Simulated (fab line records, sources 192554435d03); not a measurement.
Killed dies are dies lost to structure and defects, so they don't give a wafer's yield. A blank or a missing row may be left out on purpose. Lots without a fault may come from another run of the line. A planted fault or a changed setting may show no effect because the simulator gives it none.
Split-lot experiment | flow n5_finfet | 7 lots, 21 wafers read, on a route of 1938 steps

THE SPLIT
At N5_PASSIVATION_ETCH_15 (etches SiCN in CF4/N2, target depth 75 nm, time 81.2 s), the setting bias_w was moved away from the recipe's 70 W on 3 of the 21 wafers read, by -11.4% to +8.9%. The other wafers ran this setting at the recipe's value.

The reading is taken at the split's own step.

THE READING
rf_vpp_V, in V, at N5_PASSIVATION_ETCH_15 (etches SiCN in CF4/N2, target depth 75 nm, time 81.2 s). Fault-free wafers of this fab line usually give 382.6 V, standard deviation 1.7 V.

wafer  | tool, chamber at the split | bias_w as run, W | against the recipe | rf_vpp_V, V | against lot-mates on the recipe
L078.1 | rie_diel-02, 2             | 70               | recipe             | 382.1       | -
L078.4 | rie_diel-02, 3             | 70               | recipe             | 385.6       | -
L078.5 | rie_diel-02, 1             | 70               | recipe             | 383.7       | -
L081.2 | rie_diel-01, 2             | 70               | recipe             | 383.9       | -
L081.3 | rie_diel-01, 2             | 76.24            | +8.9%              | 405.4       | +21.2
L081.5 | rie_diel-01, 2             | 70               | recipe             | 384.5       | -
L080.3 | rie_diel-03, 0             | 70               | recipe             | 382.3       | -
L080.4 | rie_diel-03, 1             | 70               | recipe             | 385.2       | -
L080.6 | rie_diel-03, 0             | 70               | recipe             | 381.5       | -
L088.1 | rie_diel-01, 0             | 70               | recipe             | 381.1       | -
L088.3 | rie_diel-01, 1             | 70               | recipe             | 381.8       | -
L088.5 | rie_diel-01, 1             | 70               | recipe             | 381.4       | -
L091.1 | rie_diel-02, 0             | 70               | recipe             | 382.4       | -
L091.2 | rie_diel-02, 1             | 70               | recipe             | 383.4       | -
L091.6 | rie_diel-02, 1             | 70               | recipe             | 385.2       | -
L093.1 | rie_diel-01, 1             | 70               | recipe             | 382.3       | -
L093.2 | rie_diel-01, 3             | 64.85            | -7.4%              | 362.6       | -20.4
L093.4 | rie_diel-01, 2             | 70               | recipe             | 383.8       | -
L096.2 | rie_diel-02, 0             | 62.02            | -11.4%             | 353.2       | -28.4
L096.5 | rie_diel-02, 0             | 70               | recipe             | 379.9       | -
L096.6 | rie_diel-02, 1             | 70               | recipe             | 383.3       | -

THE FIT
A straight line over all 21 wafers: rf_vpp_V changes by +2.61 V for each +1% of bias_w; r = +0.99; the points scatter about the line by 1.5 V.
The same after taking each lot's own level away (the mean of its wafers on the recipe; 21 wafers): +2.51 V for each +1%; r = +0.99; scatter 1.3 V.
On that fit, the largest move of bias_w shifts the reading by 29 V.
The lots' own levels span 381.43 to 384.20 V, that is 1.6 times the standard deviation above.
So the lot-to-lot level changes the slope little: the two slopes agree.
Check: with one of the wafers moved furthest among these (-11.4%) left out of the fit, the line predicts -29.1 V for it against its lot-mates. It came out at -28.4 V against them.
Tool readings at the split's step, against how far the setting was moved: rf_vpp_V r = +0.99.

OTHER SPLITS ON THESE WAFERS
These wafers also went through other splits before the reading. Each is held against what the fit with the lots' levels taken away leaves over:
other split on the same wafers     | wafers away from the commonest value | r with rf_vpp_V (lot level and that fit taken away)
N5_BEOL_M12_SPUTTER_45 time_s      | 6                                    | +0.07
N5_BEOL_M13_CMP_49 down_force_psi  | 7                                    | -0.13
N5_BEOL_M14_ILD_DEP_00 time_s      | 5                                    | +0.24
N5_BEOL_M15_ETCH_61 bias_w         | 3                                    | +0.09
N5_BEOL_M15_TRENCH_ETCH_34 bias_w  | 7                                    | -0.14
N5_MIM_TOP_LITHO_EXPOSE_05 dose_mj | 7                                    | -0.09

THE FILE'S OWN FIT
rf_vpp_V changes by +2.52 V for each +1% of bias_w, r = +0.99.
